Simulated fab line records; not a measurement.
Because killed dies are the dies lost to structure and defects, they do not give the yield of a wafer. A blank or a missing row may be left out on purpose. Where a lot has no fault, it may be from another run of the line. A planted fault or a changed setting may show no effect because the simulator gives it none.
2 desks looking at one fault | flow n5_finfet | every desk sees just its own numbers, and what lay behind them comes last

== AT THE METROLOGY DESK ==
What the gauges read, lot by lot, whatever tool the lot ran on: means of the sampled wafers that have a number. Marked OUT: a lot whose mean sits more than 4 standard deviations from the usual mean, which makes it out of limits; the brackets give that distance. Only the readings that lie furthest out on some lot appear, 7 of the 10 it has.
Columns: A = DIBL_N at N5_BEOL_M4_RC_MEAS_101, usual 36.3 mV/V; B = DIBL_P at N5_BEOL_M4_RC_MEAS_101, usual 36.6 mV/V; C = IOFF_P at N5_BEOL_M4_RC_MEAS_101, usual 0.23 nA/um; D = ION_P at N5_BEOL_M4_RC_MEAS_101, usual 468 uA/um; E = SS_N at N5_BEOL_M4_RC_MEAS_101, usual 71.6 mV/dec; F = SS_P at N5_BEOL_M4_RC_MEAS_101, usual 73.4 mV/dec; G = VT_P at N5_BEOL_M4_RC_MEAS_101, usual -248.9 mV
lot  | first seen here | A    | B    | C    | D   | E    | F    | G
L907 | day 9 01:44     | 37.2 | 38.7 | 0.28 | 478 | 71.6 | 73.6 | -244.0
L906 | day 9 21:16     | 37.0 | 37.1 | 0.24 | 461 | 72.1 | 73.3 | -248.3
L913 | day 10 12:25    | 37.0 | 37.3 | 0.23 | 476 | 71.9 | 73.9 | -248.2
L915 | day 11 03:56    | 34.6 | 34.0 | 0.21 | 469 | 71.1 | 73.0 | -248.6
L918 | day 12 22:55    | 35.4 | 33.4 | 0.23 | 474 | 71.5 | 72.9 | -246.4
L921 | day 13 07:41    | 37.5 | 38.2 | 0.25 | 466 | 71.7 | 74.3 | -246.6
L925 | day 15 09:31    | 36.1 | 35.6 | 0.23 | 480 | 71.2 | 73.5 | -248.2
L923 | day 15 13:55    | 34.7 | 35.6 | 0.20 | 466 | 71.3 | 73.2 | -248.7
L924 | day 15 16:10    | 37.4 | 36.1 | 0.26 | 482 | 72.3 | 74.0 | -245.4
L927 | day 15 18:07    | 38.4 | 37.9 | 0.24 | 461 | 72.1 | 73.6 | -249.5
This desk found nothing out of limits on any of the 10 lots.

== THE TOOL OWNER'S DESK: pecvd-02 ==
The tool's own readings at N5_BEOL_M3_ILD_DEP_00 (deposits SiOC from DEMS/O2, target thk 79 nm, time 15.3 s): means of the sampled wafers that have a number, for each lot that ran on this tool. Marked OUT: a lot whose mean sits more than 4 standard deviations from the usual mean, which makes it out of limits; the brackets give that distance.
Columns: A = heater_power_outer_w at N5_BEOL_M3_ILD_DEP_00, usual 269 W; B = heater_power_w at N5_BEOL_M3_ILD_DEP_00, usual 484 W; C = showerhead_plenum_p_Torr at N5_BEOL_M3_ILD_DEP_00, usual 5.694 Torr; D = susceptor_temp_C at N5_BEOL_M3_ILD_DEP_00, usual 350.00 C; E = throttle_valve_pct at N5_BEOL_M3_ILD_DEP_00, usual 11.8 %
lot  | first seen here | A   | B   | C     | D                 | E
L907 | day 7 18:50     | 262 | 467 | 5.696 | 349.87            | 11.8
L913 | day 9 03:50     | 242 | 443 | 5.692 | 351.19 (+5.7) OUT | 11.9
L915 | day 9 21:51     | 309 | 515 | 5.701 | 352.84 (+14) OUT  | 12.1
L924 | day 12 19:00    | 257 | 461 | 5.702 | 350.04            | 11.8
L923 | day 12 22:29    | 235 | 438 | 5.700 | 350.18            | 11.9
L925 | day 13 04:34    | 258 | 458 | 5.692 | 350.08            | 11.9
This desk's verdict: out of limits on L913, L915, starting with L913 at day 9 03:50 (susceptor_temp_C at N5_BEOL_M3_ILD_DEP_00). In limits: L907, L924, L923, L925.

== TAKEN TOGETHER ==
At day 9 03:50, on L913, L915, the tool owner's desk was in a position to raise an alarm.
At the metrology desk, nothing out of limits was observed.
The metrology desk has L913, L915 on record, within its limits.
On pecvd-02, each named lot ran N5_BEOL_M3_ILD_DEP_00.

== WHAT THE SIMULATOR HAD INSERTED ==
pecvd-02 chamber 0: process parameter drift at N5_BEOL_M3_ILD_DEP_00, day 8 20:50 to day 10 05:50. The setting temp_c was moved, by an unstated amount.
Struck lots among those shown: L913, L915.
Time in hours from fault onset to the first out-of-limits reading at each desk: the tool owner's desk, 7.
